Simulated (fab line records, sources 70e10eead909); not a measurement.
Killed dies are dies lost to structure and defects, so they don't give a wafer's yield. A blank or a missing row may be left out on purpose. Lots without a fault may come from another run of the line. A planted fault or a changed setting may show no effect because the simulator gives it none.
Chamber matching | flow nand_harc | NHARC_A_CONTACT_ETCH_90 on rie_diel-13: 4 sister chambers
The step etches the open film in CH3F/O2, target depth 40 nm, time 85.7 s. 22 wafers are shown with their chamber, then 11 later ones without.

WAFERS WITH THEIR CHAMBER
wafer  | chamber | drypump_motor_current_A (A) | showerhead_plenum_p_Torr (Torr) | rf_vpp_V (V)
L077.2 | 3       | 5.9                         | 2.63                            | 246.5
L077.5 | 2       | 5.4                         | 2.35                            | 244.1
L077.6 | 3       | 5.8                         | 2.64                            | 246.7
L078.4 | 2       | 5.4                         | 2.35                            | 244.6
L078.5 | 2       | 5.4                         | 2.35                            | 242.9
L078.6 | 3       | 5.9                         | 2.64                            | 245.8
L078.1 | 1       | 6.5                         | 2.64                            | 246.2
L078.2 | 0       | 5.9                         | 2.59                            | 246.2
L078.3 | 3       | 5.9                         | 2.64                            | 246.6
L080.1 | 1       | 6.5                         | 2.64                            | 246.6
L080.4 | 0       | 5.9                         | 2.59                            | 247.1
L080.6 | 1       | 6.5                         | 2.64                            | 247.1
L083.3 | 0       | 5.9                         | 2.58                            | 245.9
L083.4 | 2       | 5.4                         | 2.34                            | 240.6
L083.5 | 0       | 5.9                         | 2.58                            | 246.1
L084.1 | 2       | 5.4                         | 2.34                            | 242.1
L084.2 | 0       | 5.9                         | 2.58                            | 245.2
L084.4 | 1       | 6.5                         | 2.63                            | 245.6
L086.1 | 2       | 5.4                         | 2.33                            | 243.9
L086.2 | 3       | 5.9                         | 2.62                            | 247.4
L086.5 | 2       | 5.4                         | 2.33                            | 241.9
L087.3 | 0       | 5.9                         | 2.58                            | 246.4

SIGNATURES (means of the wafers above)
reading                  | chamber 0 | chamber 1 | chamber 2 | chamber 3 | scatter within a chamber
drypump_motor_current_A  | 5.900     | 6.500     | 5.400     | 5.880     | 0.0211
showerhead_plenum_p_Torr | 2.5833    | 2.6375    | 2.3414    | 2.6340    | 0.00751
rf_vpp_V                 | 246.150   | 246.375   | 242.871   | 246.600   | 0.963
Rule: a wafer's distance from a chamber is the root of the sum, over the readings, of the square of ((its reading less the chamber's mean) divided by the reading's scatter). The wafer belongs to the nearest chamber; if the next one is less than 2 further off, it can't be placed. The scatter: the root of (the sum of the squares of (reading less its chamber's mean) over the shown wafers, divided by (wafers less chambers)).

WAFERS WITHOUT THEIR CHAMBER
wafer  | drypump_motor_current_A (A) | showerhead_plenum_p_Torr (Torr) | rf_vpp_V (V)
L087.5 | 5.9                         | 2.62                            | 246.7
L087.6 | 5.4                         | 2.33                            | 242.3
L094.1 | 5.4                         | 2.32                            | 243.7
L094.5 | 5.4                         | 2.32                            | 242.6
L094.6 | 5.9                         | 2.61                            | 247.5
L096.3 | 6.5                         | 2.62                            | 246.8
L096.4 | 5.4                         | 2.32                            | 242.8
L096.6 | 5.4                         | 2.32                            | 242.8
L097.1 | 5.9                         | 2.61                            | 246.3
L097.4 | 5.9                         | 2.57                            | 246.5
L097.5 | 5.9                         | 2.57                            | 244.6

WHICH CHAMBER EACH WENT THROUGH
wafer  | from the rows above     | in truth
L087.5 | 3                       | 3
L087.6 | 2                       | 2
L094.1 | 2                       | 2
L094.5 | 2                       | 2
L094.6 | can't be placed: 3 or 0 | 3
L096.3 | 1                       | 1
L096.4 | 2                       | 2
L096.6 | 2                       | 2
L097.1 | can't be placed: 3 or 0 | 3
L097.4 | 0                       | 0
L097.5 | 0                       | 0
Placed correctly: 9 of 11. Can't be placed from these rows: 2 (the true chamber is among the candidates in 2). Placed wrongly: 0.
